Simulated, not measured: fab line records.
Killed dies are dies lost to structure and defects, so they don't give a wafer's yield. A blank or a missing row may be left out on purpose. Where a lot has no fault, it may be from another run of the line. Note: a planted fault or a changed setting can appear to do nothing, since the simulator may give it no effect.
Chamber matching || flow n5Finfet || N5_PASSIVATION_ETCH_54 on rieDiel-06 has 4 sister chambers
The step etches SiO2 in CHF3/O2, target depth 880 nm, time 440 s. 14 wafers are shown with their chamber, then 6 later ones without.

== WAFERS WITH THEIR CHAMBER ==
{"wafer": "L969.3", "chamber": 0, "drypumpMotorCurrentA (A)": 5.3, "showerheadPlenumPTorr (Torr)": 2.45, "rfVppV (V)": 505}
{"wafer": "L969.4", "chamber": 2, "drypumpMotorCurrentA (A)": 4.7, "showerheadPlenumPTorr (Torr)": 2.35, "rfVppV (V)": 511}
{"wafer": "L972.1", "chamber": 0, "drypumpMotorCurrentA (A)": 5.2, "showerheadPlenumPTorr (Torr)": 2.45, "rfVppV (V)": 506}
{"wafer": "L972.5", "chamber": 2, "drypumpMotorCurrentA (A)": 4.7, "showerheadPlenumPTorr (Torr)": 2.34, "rfVppV (V)": 511}
{"wafer": "L973.2", "chamber": 2, "drypumpMotorCurrentA (A)": 4.7, "showerheadPlenumPTorr (Torr)": 2.34, "rfVppV (V)": 510}
{"wafer": "L973.3", "chamber": 1, "drypumpMotorCurrentA (A)": 5.9, "showerheadPlenumPTorr (Torr)": 2.38, "rfVppV (V)": 519}
{"wafer": "L973.6", "chamber": 0, "drypumpMotorCurrentA (A)": 5.2, "showerheadPlenumPTorr (Torr)": 2.45, "rfVppV (V)": 505}
{"wafer": "L977.1", "chamber": 3, "drypumpMotorCurrentA (A)": 4.9, "showerheadPlenumPTorr (Torr)": 2.49, "rfVppV (V)": 516}
{"wafer": "L977.2", "chamber": 2, "drypumpMotorCurrentA (A)": 4.7, "showerheadPlenumPTorr (Torr)": 2.34, "rfVppV (V)": 509}
{"wafer": "L977.4", "chamber": 1, "drypumpMotorCurrentA (A)": 5.9, "showerheadPlenumPTorr (Torr)": 2.37, "rfVppV (V)": 518}
{"wafer": "L980.1", "chamber": 2, "drypumpMotorCurrentA (A)": 4.7, "showerheadPlenumPTorr (Torr)": 2.34, "rfVppV (V)": 510}
{"wafer": "L980.6", "chamber": 1, "drypumpMotorCurrentA (A)": 5.9, "showerheadPlenumPTorr (Torr)": 2.37, "rfVppV (V)": 520}
{"wafer": "L982.2", "chamber": 0, "drypumpMotorCurrentA (A)": 5.3, "showerheadPlenumPTorr (Torr)": 2.44, "rfVppV (V)": 505}
{"wafer": "L982.6", "chamber": 0, "drypumpMotorCurrentA (A)": 5.2, "showerheadPlenumPTorr (Torr)": 2.44, "rfVppV (V)": 505}

SIGNATURES, as means of the wafers listed above
{"reading": "drypumpMotorCurrentA", "chamber 0": 5.240, "chamber 1": 5.900, "chamber 2": 4.700, "chamber 3": 4.900, "scatter within a chamber": 0.0346}
{"reading": "showerheadPlenumPTorr", "chamber 0": 2.4460, "chamber 1": 2.3733, "chamber 2": 2.3420, "chamber 3": 2.4900, "scatter within a chamber": 0.00516}
{"reading": "rfVppV", "chamber 0": 505.20, "chamber 1": 519.00, "chamber 2": 510.20, "chamber 3": 516.00, "scatter within a chamber": 0.748}
Rule: for a wafer and a chamber, the distance is found by dividing, reading by reading, the gap between the wafer's reading and the chamber's mean by the reading's scatter, squaring, summing and taking the root. If the next closest chamber is less than 2 further off than the closest, the wafer can't be placed; otherwise it belongs to the closest. The scatter: the root of (the sum of the squares of (reading less its chamber's mean) over the shown wafers, divided by (wafers less chambers)).

== WAFERS WITH NO CHAMBER GIVEN ==
{"wafer": "L985.2", "drypumpMotorCurrentA (A)": 5.9, "showerheadPlenumPTorr (Torr)": 2.36, "rfVppV (V)": 517}
{"wafer": "L985.4", "drypumpMotorCurrentA (A)": 5.2, "showerheadPlenumPTorr (Torr)": 2.44, "rfVppV (V)": 505}
{"wafer": "L985.5", "drypumpMotorCurrentA (A)": 5.3, "showerheadPlenumPTorr (Torr)": 2.44, "rfVppV (V)": 505}
{"wafer": "L986.2", "drypumpMotorCurrentA (A)": 4.7, "showerheadPlenumPTorr (Torr)": 2.33, "rfVppV (V)": 508}
{"wafer": "L986.3", "drypumpMotorCurrentA (A)": 5.9, "showerheadPlenumPTorr (Torr)": 2.36, "rfVppV (V)": 518}
{"wafer": "L986.6", "drypumpMotorCurrentA (A)": 5.9, "showerheadPlenumPTorr (Torr)": 2.36, "rfVppV (V)": 519}

== CHAMBER TAKEN BY EACH ==
{"wafer": "L985.2", "from the rows above": 1, "in truth": 1}
{"wafer": "L985.4", "from the rows above": 0, "in truth": 0}
{"wafer": "L985.5", "from the rows above": 0, "in truth": 0}
{"wafer": "L986.2", "from the rows above": 2, "in truth": 2}
{"wafer": "L986.3", "from the rows above": 1, "in truth": 1}
{"wafer": "L986.6", "from the rows above": 1, "in truth": 1}
6 of 6 placed correctly. Left unplaced by these rows: 0. Number placed wrongly: 0.
